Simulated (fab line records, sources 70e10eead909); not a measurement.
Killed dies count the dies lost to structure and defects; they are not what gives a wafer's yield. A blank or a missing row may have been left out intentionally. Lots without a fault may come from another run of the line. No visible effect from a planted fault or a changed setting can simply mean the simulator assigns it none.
Which tool did it? + flow nand harc + 36 wafers from 12 lots sampled at 4 of the route's 1302 steps

WHAT EACH GAUGE READ, for each wafer
NHARC_THIN_TSV_CD_MEAS_37. Usual: cd nm 5000.7 nm, standard deviation 1.8.
| lot  | measured     | on        | cd nm (nm)           | flag |
|------|--------------|-----------|----------------------|------|
| L657 | day 24 20:33 | cd sem-01 | 5002.7 5001.2 5002.1 |      |
| L658 | day 25 00:07 | cd sem-02 | 5002.0 5002.1 5001.0 |      |
| L660 | day 25 01:10 | cd sem-02 | 4999.5 5000.2 5001.3 |      |
| L659 | day 25 02:24 | cd sem-01 | 5002.7 5001.4 5003.1 |      |
| L662 | day 28 01:59 | cd sem-03 | 5001.3 5000.5 4999.1 |      |
| L664 | day 28 02:43 | cd sem-01 | 4996.5 4998.8 4998.2 |      |
| L665 | day 28 03:55 | cd sem-02 | 5002.2 4998.2 4998.5 |      |
| L667 | day 28 10:31 | cd sem-02 | 5000.6 5001.7 4999.5 |      |
| L668 | day 29 14:27 | cd sem-03 | 5003.0 5004.7 5001.0 |      |
| L669 | day 29 02:49 | cd sem-01 | 4998.6 5000.0 4999.3 |      |
| L678 | day 33 00:17 | cd sem-03 | 5001.0 5002.8 5000.9 |      |
| L680 | day 33 07:26 | cd sem-03 | 5000.4 5002.8 5003.4 |      |

NHARC_END_WLT_00. Usual: VT_DECK1_BOTTOM 0.867, standard deviation 0.0081; VT_DECK1_BOTTOM_INNER 0.868, standard deviation 0.008; VT_DECK1_MEDIAN_NEAR_BOTTOM 0.868, standard deviation 0.0083; VT_DECK1_MEDIAN_NEAR_BOTTOM_INNER 0.868, standard deviation 0.0082; VT_DECK1_MIDDLE 0.879, standard deviation 0.0077; VT_DECK1_MIDDLE_INNER 0.881, standard deviation 0.0077; VT_DECK1_TOP 0.891, standard deviation 0.008; VT_DECK1_TOP_INNER 0.891, standard deviation 0.0079; VT_DECK2_BOTTOM 0.870, standard deviation 0.0072; VT_DECK2_BOTTOM_INNER 0.870, standard deviation 0.0071; VT_DECK2_MEDIAN_NEAR_BOTTOM 0.871, standard deviation 0.0079; VT_DECK2_MEDIAN_NEAR_BOTTOM_INNER 0.872, standard deviation 0.0073; VT_DECK2_MIDDLE 0.883, standard deviation 0.0071; VT_DECK2_MIDDLE_INNER 0.883, standard deviation 0.0077; VT_DECK2_TOP 0.896, standard deviation 0.0077; VT_DECK2_TOP_INNER 0.894, standard deviation 0.0074.
| lot  | measured     | on        | VT_DECK1_BOTTOM   | VT_DECK1_BOTTOM_INNER | VT_DECK1_MEDIAN_NEAR_BOTTOM | VT_DECK1_MEDIAN_NEAR_BOTTOM_INNER | VT_DECK1_MIDDLE   | VT_DECK1_MIDDLE_INNER | VT_DECK1_TOP      | VT_DECK1_TOP_INNER | VT_DECK2_BOTTOM   | VT_DECK2_BOTTOM_INNER | VT_DECK2_MEDIAN_NEAR_BOTTOM | VT_DECK2_MEDIAN_NEAR_BOTTOM_INNER | VT_DECK2_MIDDLE   | VT_DECK2_MIDDLE_INNER | VT_DECK2_TOP      | VT_DECK2_TOP_INNER | flag |
|------|--------------|-----------|-------------------|-----------------------|-----------------------------|-----------------------------------|-------------------|-----------------------|-------------------|--------------------|-------------------|-----------------------|-----------------------------|-----------------------------------|-------------------|-----------------------|-------------------|--------------------|------|
| L657 | day 25 01:07 | prober-01 | 0.877 0.876 0.870 | 0.876 0.884 0.874     | 0.879 0.881 0.874           | 0.869 0.878 0.873                 | 0.888 0.884 0.886 | 0.889 0.894 0.884     | 0.907 0.901 0.898 | 0.900 0.906 0.902  | 0.867 0.863 0.862 | 0.860 0.864 0.874     | 0.866 0.867 0.865           | 0.865 0.873 0.870                 | 0.874 0.882 0.884 | 0.879 0.876 0.886     | 0.894 0.894 0.896 | 0.882 0.887 0.890  |      |
| L658 | day 25 17:40 | prober-02 | 0.872 0.872 0.867 | 0.872 0.868 0.865     | 0.865 0.869 0.874           | 0.878 0.879 0.865                 | 0.883 0.871 0.886 | 0.882 0.879 0.878     | 0.891 0.897 0.891 | 0.894 0.893 0.884  | 0.866 0.861 0.861 | 0.861 0.866 0.859     | 0.868 0.867 0.864           | 0.867 0.860 0.863                 | 0.876 0.876 0.880 | 0.881 0.882 0.878     | 0.890 0.893 0.885 | 0.888 0.887 0.884  |      |
| L660 | day 25 09:26 | prober-01 | 0.860 0.868 0.855 | 0.865 0.861 0.871     | 0.868 0.867 0.859           | 0.868 0.858 0.865                 | 0.880 0.879 0.876 | 0.878 0.879 0.876     | 0.885 0.886 0.887 | 0.886 0.888 0.889  | 0.866 0.872 0.878 | 0.867 0.867 0.880     | 0.878 0.876 0.877           | 0.871 0.872 0.864                 | 0.878 0.889 0.885 | 0.891 0.889 0.895     | 0.895 0.897 0.901 | 0.895 0.901 0.901  |      |
| L659 | day 25 17:15 | prober-01 | 0.863 0.872 0.866 | 0.872 0.860 0.862     | 0.871 0.858 0.858           | 0.869 0.861 0.865                 | 0.878 0.877 0.875 | 0.883 0.881 0.874     | 0.884 0.889 0.891 | 0.884 0.884 0.888  | 0.864 0.862 0.854 | 0.871 0.864 0.868     | 0.872 0.858 0.862           | 0.871 0.871 0.873                 | 0.886 0.883 0.874 | 0.878 0.881 0.880     | 0.885 0.887 0.886 | 0.886 0.888 0.890  |      |
| L662 | day 28 14:22 | prober-01 | 0.854 0.856 0.860 | 0.859 0.863 0.861     | 0.861 0.861 0.858           | 0.857 0.859 0.861                 | 0.869 0.875 0.873 | 0.873 0.873 0.862     | 0.884 0.880 0.885 | 0.878 0.875 0.876  | 0.870 0.862 0.863 | 0.866 0.862 0.857     | 0.859 0.866 0.855           | 0.864 0.862 0.866                 | 0.876 0.879 0.872 | 0.873 0.867 0.872     | 0.888 0.886 0.883 | 0.883 0.877 0.888  |      |
| L664 | day 28 06:35 | prober-01 | 0.854 0.858 0.855 | 0.868 0.855 0.853     | 0.851 0.857 0.857           | 0.855 0.857 0.855                 | 0.869 0.870 0.869 | 0.874 0.868 0.866     | 0.884 0.883 0.874 | 0.883 0.881 0.874  | 0.869 0.865 0.866 | 0.870 0.862 0.872     | 0.862 0.872 0.857           | 0.866 0.872 0.863                 | 0.870 0.872 0.875 | 0.875 0.873 0.875     | 0.894 0.887 0.886 | 0.891 0.890 0.893  |      |
| L665 | day 28 06:35 | prober-02 | 0.876 0.853 0.864 | 0.859 0.860 0.867     | 0.867 0.857 0.866           | 0.858 0.863 0.872                 | 0.881 0.875 0.880 | 0.868 0.873 0.881     | 0.893 0.892 0.883 | 0.888 0.886 0.885  | 0.868 0.881 0.872 | 0.872 0.875 0.874     | 0.877 0.873 0.880           | 0.871 0.876 0.877                 | 0.889 0.884 0.885 | 0.882 0.892 0.877     | 0.897 0.894 0.899 | 0.897 0.902 0.901  |      |
| L667 | day 28 22:07 | prober-01 | 0.862 0.856 0.851 | 0.868 0.863 0.856     | 0.860 0.864 0.850           | 0.859 0.863 0.865                 | 0.867 0.885 0.884 | 0.882 0.880 0.876     | 0.885 0.890 0.883 | 0.879 0.884 0.886  | 0.875 0.872 0.877 | 0.865 0.870 0.874     | 0.873 0.874 0.874           | 0.873 0.879 0.877                 | 0.881 0.886 0.885 | 0.885 0.884 0.880     | 0.893 0.896 0.901 | 0.900 0.894 0.898  |      |
| L668 | day 29 19:34 | prober-01 | 0.862 0.871 0.875 | 0.880 0.871 0.872     | 0.867 0.866 0.880           | 0.871 0.878 0.868                 | 0.880 0.879 0.879 | 0.887 0.879 0.890     | 0.895 0.894 0.895 | 0.893 0.898 0.890  | 0.872 0.879 0.878 | 0.877 0.876 0.872     | 0.881 0.885 0.872           | 0.875 0.880 0.872                 | 0.891 0.892 0.892 | 0.883 0.885 0.889     | 0.899 0.905 0.903 | 0.895 0.896 0.891  |      |
| L669 | day 29 07:28 | prober-02 | 0.871 0.873 0.865 | 0.865 0.867 0.868     | 0.866 0.873 0.874           | 0.880 0.871 0.870                 | 0.876 0.882 0.882 | 0.875 0.884 0.885     | 0.900 0.887 0.896 | 0.893 0.887 0.896  | 0.880 0.873 0.869 | 0.868 0.867 0.873     | 0.874 0.875 0.866           | 0.877 0.864 0.869                 | 0.892 0.884 0.878 | 0.876 0.886 0.887     | 0.892 0.900 0.898 | 0.894 0.899 0.898  |      |
| L678 | day 33 05:22 | prober-02 | 0.873 0.879 0.879 | 0.880 0.878 0.876     | 0.882 0.881 0.884           | 0.889 0.882 0.882                 | 0.892 0.900 0.897 | 0.899 0.897 0.892     | 0.901 0.902 0.906 | 0.907 0.906 0.909  | 0.941 0.956 0.951 | 0.941 0.952 0.942     | 0.948 0.951 0.948           | 0.951 0.954 0.954                 | 0.971 0.965 0.964 | 0.963 0.961 0.962     | 0.989 0.981 0.978 | 0.987 0.975 0.983  | OFF  |
| L680 | day 33 13:09 | prober-02 | 0.870 0.871 0.875 | 0.871 0.876 0.871     | 0.866 0.876 0.876           | 0.871 0.875 0.882                 | 0.879 0.887 0.887 | 0.880 0.890 0.891     | 0.899 0.901 0.894 | 0.904 0.897 0.895  | 0.956 0.955 0.954 | 0.950 0.960 0.947     | 0.950 0.949 0.949           | 0.954 0.951 0.955                 | 0.973 0.971 0.968 | 0.965 0.965 0.966     | 0.984 0.982 0.982 | 0.986 0.978 0.981  | OFF  |

EACH LOT AND THE TOOL THAT RAN IT (in order: tool; ch and the chambers of the sampled wafers; start)
| lot  | NHARC_A_CHANNEL_FILL_D2_CVD_05   | NHARC_THIN_TSV_CMP_01         |
|------|----------------------------------|-------------------------------|
| L657 | lpcvd poly-01 ch 0, day 14 12:25 | cmp-01 ch 0,1,2, day 24 11:52 |
| L658 | lpcvd poly-03 ch 0, day 15 14:43 | cmp-04 ch 2,3, day 24 15:24   |
| L660 | lpcvd poly-03 ch 0, day 15 14:43 | cmp-02 ch 0,2,3, day 24 16:40 |
| L659 | lpcvd poly-03 ch 0, day 15 20:26 | cmp-04 ch 0,1,2, day 24 17:53 |
| L662 | lpcvd poly-01 ch 0, day 17 08:04 | cmp-04 ch 1,2,3, day 27 17:04 |
| L664 | lpcvd poly-04 ch 0, day 18 02:19 | cmp-01 ch 0,1,2, day 27 18:18 |
| L665 | lpcvd poly-04 ch 0, day 18 09:43 | cmp-04 ch 0,2,3, day 27 19:32 |
| L667 | lpcvd poly-01 ch 0, day 19 03:16 | cmp-02 ch 0,1,3, day 28 01:45 |
| L668 | lpcvd poly-03 ch 0, day 19 13:25 | cmp-04 ch 0,1,2, day 29 05:26 |
| L669 | lpcvd poly-03 ch 0, day 19 13:25 | cmp-02 ch 1,3, day 28 18:06   |
| L678 | lpcvd poly-01 ch 0, day 23 16:23 | cmp-02 ch 1,2,3, day 32 15:42 |
| L680 | lpcvd poly-01 ch 0, day 23 19:37 | cmp-02 ch 0,3, day 32 22:36   |
- NHARC_A_CHANNEL_FILL_D2_CVD_05: deposits poly-Si, target thk 5 nm.
- NHARC_THIN_TSV_CMP_01: polishes.

WHAT THE TOOLS THEMSELVES READ (means of the sampled wafers that have a number; where no wafer has one, the mark that the record gives instead)
NHARC_THIN_TSV_CMP_01. Usual: motor current A 12.2 A, standard deviation 1.2.
| lot  | tool   | motor current A (A) | flag |
|------|--------|---------------------|------|
| L657 | cmp-01 | 13.0                |      |
| L658 | cmp-04 | 12.4                |      |
| L660 | cmp-02 | 13.0                |      |
| L659 | cmp-04 | 11.6                |      |
| L662 | cmp-04 | 12.5                |      |
| L664 | cmp-01 | 13.2                |      |
| L665 | cmp-04 | 12.1                |      |
| L667 | cmp-02 | 13.2                |      |
| L668 | cmp-04 | 11.6                |      |
| L669 | cmp-02 | 12.6                |      |
| L678 | cmp-02 | 12.4                |      |
| L680 | cmp-02 | 12.6                |      |

THE ANSWER, worked out from the rows above alone
Rule: lot off if the mean of its wafers having a number is beyond 3 standard deviations from the usual mean. A lot without any number at a reading at which 4 lots or more have one is off too. The other lots that the step has rows for count as sound. After the gauges, taken in route order, come the tools' own readings; for these a lot's mean is taken, as printed above. At the first step where some lot is off, the reading lying furthest off is the one used; lots without a number count as furthest.
Off: L678, L680, at NHARC_END_WLT_00 (VT_DECK2_MIDDLE).
If a tool, at a process step before that reading, ran all the lots that are off and no sound lot after the first of them, it fits. Gauges at NHARC_END_WLT_00: tried the same way as those tools. Can't be told from this: 3 tools fit, lpcvd poly-01 at NHARC_A_CHANNEL_FILL_D2_CVD_05, cmp-02 at NHARC_THIN_TSV_CMP_01, prober-02 at NHARC_END_WLT_00.

WHAT WAS PUT IN BY THE SIMULATOR
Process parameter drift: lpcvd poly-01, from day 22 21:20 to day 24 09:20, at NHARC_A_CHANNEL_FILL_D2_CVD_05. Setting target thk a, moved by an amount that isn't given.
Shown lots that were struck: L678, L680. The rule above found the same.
